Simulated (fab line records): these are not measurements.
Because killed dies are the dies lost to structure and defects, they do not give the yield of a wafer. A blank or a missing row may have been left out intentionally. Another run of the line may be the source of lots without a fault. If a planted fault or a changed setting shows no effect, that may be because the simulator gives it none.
Matching of chambers    flow n5Finfet    N5_BEOL_M5_STRIP_19 on rieDiel-02: 4 sister chambers
The step strips in O2. 8 wafers are shown with their chamber, then 9 later ones without.

== EACH WAFER AND ITS CHAMBER ==
wafer   chamber  showerheadPlenumPTorr (Torr)  oesProductAu (a.u.)
L082.3  2        1.99                          0.72
L082.5  0        2.15                          0.70
L088.4  0        2.15                          0.68
L088.5  1        2.23                          0.90
L087.2  2        1.99                          0.72
L093.3  3        2.15                          0.68
L093.5  3        2.15                          0.68
L093.6  1        2.22                          0.90

== WAFERS WHOSE CHAMBER IS MISSING ==
wafer   showerheadPlenumPTorr (Torr)  oesProductAu (a.u.)
L094.1  2.15                          0.68
L094.2  1.99                          0.71
L094.6  2.15                          0.68
L095.2  1.99                          0.70
L095.3  2.14                          1.00
L095.5  2.14                          1.00
L096.1  1.98                          0.70
L096.2  2.22                          0.88
L096.4  2.22                          0.88

== WHICH CHAMBER EACH ONE RAN IN ==
wafer    from the rows above       in truth
L094.1   can't be placed: 3 or 0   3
L094.2   2                         2
L094.6   can't be placed: 3 or 0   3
L095.2   2                         2
L095.3   1                         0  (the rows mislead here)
L095.5   1                         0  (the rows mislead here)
L096.1   2                         2
L096.2   1                         1
L096.4   1                         1
5 of 9 placed correctly. These rows do not allow placing 2 (true chamber among the candidates in 2). Number placed wrongly: 2.
How it was worked out, from the rows above alone: a wafer's distance from a chamber is the root of the sum, over the readings, of the square of ((its reading less the chamber's mean) divided by the reading's scatter). If the next closest chamber is less than 2 further off than the closest, the wafer can't be placed; otherwise it belongs to the closest. Each chamber's mean is taken over the wafers shown for it. The scatter: the root of (the sum of the squares of (reading less its chamber's mean) over the shown wafers, divided by (wafers less chambers)).
